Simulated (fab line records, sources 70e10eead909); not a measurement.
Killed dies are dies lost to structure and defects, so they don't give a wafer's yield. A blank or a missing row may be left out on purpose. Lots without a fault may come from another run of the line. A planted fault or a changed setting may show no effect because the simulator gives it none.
Which tool did it? | flow nand_harc | 13 lots, 36 wafers sampled, at 5 steps of a route of 1159

WHAT THE GAUGES READ, wafer by wafer
NHARC_END_SORT_01.
lot  | measured     | on        | killed_at_array | killed_at_other | killed_at_periphery | killed_dies | killed_open | killed_short
L624 | day 24 10:43 | prober-01 | 34 673          | 2 2             | 3 2                 | 39 677      | 2 3         | 2 1
L622 | day 24 18:34 | prober-02 | 57 673          | 1 2             | 2 2                 | 60 677      | 3 2         | 2 0
L625 | day 24 20:20 | prober-01 | 676 28          | 0 0             | 1 4                 | 677 32      | 3 6         | 0 2

WHICH TOOL RAN EACH LOT (tool, then ch and the chambers of the sampled wafers, then the start)
lot  | NHARC_A_STAIRCASE_CMP_152     | NHARC_A_STAIRCASE_DEP_471       | NHARC_A_SGD_CUT_ETCH_58            | NHARC_A_SGD_CUT_STRIP_17
L606 | cmp-04 ch 1,2,3, day 13 23:52 | pecvd-04 ch 0,2, day 14 01:39   | rie_diel-13 ch 0,2, day 14 03:21   | rie_diel-13 ch 0,2, no start
L608 | cmp-04 ch 0,3, day 14 12:14   | pecvd-01 ch 0,2, day 14 13:24   | rie_diel-13 ch 1,2, day 14 15:02   | rie_diel-13 ch 0,1,2, no start
L609 | cmp-01 ch 0,1,3, day 15 01:01 | pecvd-01 ch 0,1,2, day 15 02:11 | rie_diel-13 ch 1,2,3, day 15 03:44 | rie_diel-13 ch 0,1,3, no start
L610 | cmp-02 ch 1,2,3, day 15 14:56 | pecvd-01 ch 0,2, day 15 16:07   | rie_diel-05 ch 0,2,3, day 15 17:48 | rie_diel-05 ch 0,2,3, no start
L613 | cmp-01 ch 0,1,2, day 16 01:12 | pecvd-03 ch 0,1,2, day 16 02:20 | rie_diel-08 ch 0,2,3, day 16 03:58 | rie_diel-08 ch 0,1,3, no start
L612 | cmp-02 ch 0,1, day 16 01:25   | pecvd-01 ch 0,1,2, day 16 02:32 | rie_diel-13 ch 0,3, day 16 04:13   | rie_diel-13 ch 0,3, no start
L615 | cmp-02 ch 0,2,3, day 16 14:13 | pecvd-03 ch 0,1,2, day 16 15:22 | rie_diel-08 ch 0,1,3, day 16 17:02 | rie_diel-08 ch 0,2,3, no start
L617 | cmp-01 ch 0,3, day 16 21:23   | pecvd-03 ch 0,2, day 16 22:46   | rie_diel-05 ch 0,2, day 17 00:28   | rie_diel-05 ch 0,2, no start
L614 | cmp-02 ch 0,1,3, day 17 07:34 | pecvd-01 ch 0,2, day 17 08:43   | rie_diel-13 ch 0,2,3, day 17 10:22 | rie_diel-13 ch 0,1,3, no start
L624 | cmp-02 ch 0,3, day 18 08:09   | pecvd-03 ch 1, day 18 09:13     | rie_diel-05 ch 0,1, day 18 10:53   | rie_diel-05 ch 0, day 24 10:43 or earlier
L622 | cmp-04 ch 0,2, day 18 18:17   | pecvd-04 ch 1,2, day 18 19:25   | rie_diel-05 ch 0,3, day 18 21:05   | rie_diel-05 ch 2,3, day 24 18:34 or earlier
L627 | cmp-04 ch 0,1,2, day 19 13:44 | pecvd-03 ch 1,2, day 19 15:26   | rie_diel-13 ch 1,2,3, day 19 17:11 | rie_diel-13 ch 0,1,2, no start
L625 | cmp-01 ch 0,3, day 19 15:08   | pecvd-03 ch 1,2, day 19 16:14   | rie_diel-05 ch 1,3, day 19 17:53   | rie_diel-05 ch 0,2, day 24 20:20 or earlier
- NHARC_A_STAIRCASE_CMP_152: polishes.
- NHARC_A_STAIRCASE_DEP_471: deposits SiO2, target thk 100 nm.
- NHARC_A_SGD_CUT_ETCH_58: etches the open film in CF4, target depth 39 nm, time 65 s.
- NHARC_A_SGD_CUT_STRIP_17: strips in O2.

WHAT THE TOOLS THEMSELVES READ (means of the sampled wafers that have a number; where no wafer has one, the mark that the record gives instead)
NHARC_A_STAIRCASE_CMP_152.
lot  | tool   | motor_current_A (A)
L606 | cmp-04 | 12.2
L608 | cmp-04 | 12.0
L609 | cmp-01 | 12.0
L610 | cmp-02 | 11.7
L613 | cmp-01 | 10.8
L612 | cmp-02 | 12.6
L615 | cmp-02 | 12.4
L617 | cmp-01 | 11.7
L614 | cmp-02 | 12.2
L624 | cmp-02 | 12.4
L622 | cmp-04 | 14.2
L627 | cmp-04 | 12.9
L625 | cmp-01 | 12.4

NHARC_A_STAIRCASE_DEP_471.
lot  | tool     | heater_power_w (W) | throttle_valve_pct (%)
L606 | pecvd-04 | 498                | 16.1
L608 | pecvd-01 | 561                | 15.8
L609 | pecvd-01 | 572                | 16.0
L610 | pecvd-01 | 551                | 16.4
L613 | pecvd-03 | 621                | 16.2
L612 | pecvd-01 | 602                | 16.0
L615 | pecvd-03 | 573                | 16.2
L617 | pecvd-03 | 635                | 16.3
L614 | pecvd-01 | 507                | 16.2
L624 | pecvd-03 | 550                | 16.5
L622 | pecvd-04 | 588                | 15.5
L627 | pecvd-03 | 711                | 16.3
L625 | pecvd-03 | 610                | 16.4

NHARC_A_SGD_CUT_ETCH_58.
lot  | tool        | drypump_motor_current_A (A) | oes_product_au (a.u.) | rf_vpp_V (V) | run_length_s (s) | showerhead_plenum_p_Torr (Torr) | throttle_valve_pct (%)
L606 | rie_diel-13 | 6.2                         | 0.994                 | 151.5        | 86.0             | 1.81                            | 13.273
L608 | rie_diel-13 | 5.7                         | 0.994                 | 151.1        | 86.0             | 1.78                            | 13.290
L609 | rie_diel-13 | 5.5                         | 0.995                 | 151.3        | 85.9             | 1.75                            | 13.273
L610 | rie_diel-05 | 6.1                         | 1.001                 | 151.3        | 85.9             | 1.78                            | 13.279
L613 | rie_diel-08 | 5.9                         | 1.003                 | 149.9        | 85.9             | 1.70                            | 13.279
L612 | rie_diel-13 | 5.6                         | 0.996                 | 150.9        | 86.3             | 1.78                            | 13.290
L615 | rie_diel-08 | 5.8                         | 1.004                 | 151.1        | 85.8             | 1.76                            | 13.290
L617 | rie_diel-05 | 6.1                         | 1.004                 | 151.0        | 86.1             | 1.76                            | 13.277
L614 | rie_diel-13 | 5.8                         | 1.003                 | 150.8        | 86.1             | 1.76                            | 13.287
L624 | rie_diel-05 | 5.8                         | 0.995                 | 151.6        | 73.9             | 1.69                            | 13.291
L622 | rie_diel-05 | 6.0                         | 1.002                 | 151.6        | 73.8             | 1.77                            | 13.294
L627 | rie_diel-13 | 5.5                         | 1.000                 | 151.8        | 86.2             | 1.75                            | 13.290
L625 | rie_diel-05 | 6.2                         | 1.011                 | 151.2        | 74.5             | 1.73                            | 13.271

NHARC_A_SGD_CUT_STRIP_17.
lot  | tool        | drypump_motor_current_A (A) | oes_product_au (a.u.) | rf_vpp_V (V) | showerhead_plenum_p_Torr (Torr) | throttle_valve_pct (%)
L606 | rie_diel-13 | 6.3                         | 1.003                 | 57.6         | 3.62                            | 17.034
L608 | rie_diel-13 | 5.9                         | 1.000                 | 58.4         | 3.59                            | 17.032
L609 | rie_diel-13 | 5.9                         | 1.002                 | 57.3         | 3.63                            | 17.036
L610 | rie_diel-05 | 6.1                         | 1.003                 | 57.4         | 3.55                            | 17.039
L613 | rie_diel-08 | 5.8                         | 1.009                 | 57.0         | 3.52                            | 17.029
L612 | rie_diel-13 | 5.6                         | 1.001                 | 58.1         | 3.55                            | 17.040
L615 | rie_diel-08 | 5.9                         | 1.001                 | 57.2         | 3.39                            | 17.036
L617 | rie_diel-05 | 6.1                         | 1.004                 | 57.6         | 3.53                            | 17.039
L614 | rie_diel-13 | 5.8                         | 0.999                 | 57.7         | 3.62                            | 17.042
L624 | rie_diel-05 | 5.8                         | 1.003                 | 56.8         | 3.46                            | 17.044
L622 | rie_diel-05 | 6.2                         | 1.016                 | 57.1         | 3.60                            | 17.044
L627 | rie_diel-13 | 6.0                         | 1.000                 | 57.1         | 3.58                            | 17.033
L625 | rie_diel-05 | 6.0                         | 1.006                 | 58.0         | 3.50                            | 17.026

THE ANSWER, worked out from the rows above alone
Rule: what is usual is taken from the lots themselves. Put in order of their means at a reading, lots are off if they are a third of the lots or fewer, leave a main group of 4 or more, and stand apart from it by a gap of 3 or more times the standard deviation of the main group's means; of several such gaps the widest counts. A main group whose means are all the same, to the digits that the tables above print for the reading, isn't used. A lot without any number at a reading at which 4 lots or more have one is off too. The other lots that the step has rows for count as sound. The gauges are gone through in route order, then the tools' own readings, and for those a lot's mean is taken as printed above. The first step at which some lot is off is used, and at that step the reading that is off furthest; a lot without a number counts as furthest.
Off: L624, L622, L625, at NHARC_A_SGD_CUT_ETCH_58 (run_length_s). The main group: mean 86.0 s, standard deviation 0.15.
A tool fits if, at that step or a process step before it, it ran every lot that is off, and no sound lot after the first of them. One fits: rie_diel-05 at NHARC_A_SGD_CUT_ETCH_58. Its last sound lot is L617 (day 17 00:28), its first lot that is off L624 (day 18 10:53): a fault that began between those two fits.
The tool's own readings at NHARC_A_SGD_CUT_ETCH_58 bear it out: on the lots that are off they differ by more than 5 times the standard deviation of the sound lots' means. run_length_s reads 74.1 s there against 86.0 s on the sound lots.

WHAT THE SIMULATOR HAD PUT IN
Process parameter drift: rie_diel-05, from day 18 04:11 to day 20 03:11, at NHARC_A_SGD_CUT_ETCH_58. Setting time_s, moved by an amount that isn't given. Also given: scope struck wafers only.
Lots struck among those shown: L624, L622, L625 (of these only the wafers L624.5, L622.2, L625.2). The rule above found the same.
